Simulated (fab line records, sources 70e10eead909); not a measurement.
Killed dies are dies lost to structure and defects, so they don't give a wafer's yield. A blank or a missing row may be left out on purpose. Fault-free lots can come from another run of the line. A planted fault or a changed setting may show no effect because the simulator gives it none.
Comparing a struck lot with a sound one || flow nand_harc || 13 out of 1159 route steps
Sound: wafers L223.1, L223.5, L223.6. Struck: wafer L216.2 (left out: L216.1, L216.6 of the same lot, which were not struck); the cause appears at the end.
For every step that has rows: the tool of each side, followed by ch and its chambers, followed by its first start. Under that, the readings that differ: sound wafers || struck wafers || difference of the means || sigmas: that difference in standard deviations of wafers without a fault.
alike: same words and numbers on both sides, and readings whose means sit less than 2 such deviations apart. not compared: any withheld reading, any reading some wafer has no value for, any bound like >300 that may hide the same value, and any number with overlapping values for which the record gives no deviation.
The two part at a step that has a row with sigmas, a row that says differs or no value, or rows on one side only. Numbers that don't overlap but have no deviation are shown without sigmas and don't part them. Lack of a reading on every wafer of one side parts them only where that side has two or more wafers.

NHARC_A_STAIRCASE_TRIM_16: chemistry O2, time 211.2 s.
  sound on rie_diel-13 ch 0,1,3; struck on rie_diel-13 ch 2
  alike: drypump_motor_current_A, oes_product_au, rf_vpp_V, showerhead_plenum_p_Torr, throttle_valve_pct
  not compared: rf_hours_counter_h
NHARC_A_STAIRCASE_ETCH_17: etches the open film in C4F8/O2, target depth 100 nm, time 40.5 s.
  sound on rie_diel-13 ch 2,3; struck on rie_diel-13 ch 3
{"reading": "oes_product_au (a.u.)", "sound": "0.946 0.952 0.929", "struck": 0.977, "difference": "+0.035", "sigmas": "+2"}
  alike: rf_vpp_V, run_length_s
  not compared: rf_hours_counter_h
NHARC_A_STAIRCASE_TRIM_18: chemistry O2, time 211.2 s.
  sound on rie_diel-13 ch 0,1,2; struck on rie_diel-13 ch 1
  alike: drypump_motor_current_A, oes_product_au, rf_vpp_V, showerhead_plenum_p_Torr, throttle_valve_pct
  not compared: rf_hours_counter_h
then, 1 step without rows for these wafers: NHARC_A_STAIRCASE_ETCH_19 (etches the open film in C4F8/O2, target depth 100 nm, time 40.5 s).
NHARC_A_STAIRCASE_TRIM_20: chemistry O2, time 211.2 s.
  sound on rie_diel-13 ch 2,3, day 16 09:21; struck on rie_diel-11 ch 3, day 14 08:26
  alike: drypump_motor_current_A, oes_product_au, rf_vpp_V, showerhead_plenum_p_Torr, throttle_valve_pct
  not compared: rf_hours_counter_h
then, 4 steps without rows for these wafers: NHARC_A_STAIRCASE_ETCH_21 (etches the open film in C4F8/O2, target depth 100 nm, time 40.5 s); NHARC_A_STAIRCASE_TRIM_22 (chemistry O2, time 211.2 s); NHARC_A_STAIRCASE_ETCH_23 (etches the open film in C4F8/O2, target depth 100 nm, time 40.5 s); NHARC_A_STAIRCASE_TRIM_24 (chemistry O2, time 211.2 s).
NHARC_A_STAIRCASE_ETCH_25: etches the open film in C4F8/O2, target depth 100 nm, time 40.5 s.
  sound on rie_diel-13 ch 1,2,3; struck on rie_diel-11 ch 3
  alike: oes_product_au, rf_vpp_V, run_length_s
  not compared: rf_hours_counter_h
then, 1 step without rows for these wafers: NHARC_A_STAIRCASE_TRIM_26 (chemistry O2, time 211.2 s).
NHARC_A_STAIRCASE_ETCH_27: etches the open film in C4F8/O2, target depth 100 nm, time 40.5 s.
  sound on rie_diel-13 ch 0,3, day 16 10:14; struck on rie_diel-11 ch 0, day 14 09:46
{"reading": "run_length_s (s)", "sound": "62.2 62.1 62.6", "struck": 75.6, "difference": "+13.3", "sigmas": "+26"}
  alike: oes_product_au, rf_vpp_V
  not compared: rf_hours_counter_h
-- record jumps: 8 days between struck wafers' starts before vs after; left off in module A_STAIRCASE, resumes in module END, first step shown is number 1159 of the route --
NHARC_END_SORT_01:
  at this point the record logs the struck wafers (prober-02 ch 0, day 22 05:55) and has no rows for the sound ones

WHERE THEY PART
At NHARC_A_STAIRCASE_ETCH_17 first; at NHARC_END_SORT_01 last (within this record only).

WHY: what the simulator had put in
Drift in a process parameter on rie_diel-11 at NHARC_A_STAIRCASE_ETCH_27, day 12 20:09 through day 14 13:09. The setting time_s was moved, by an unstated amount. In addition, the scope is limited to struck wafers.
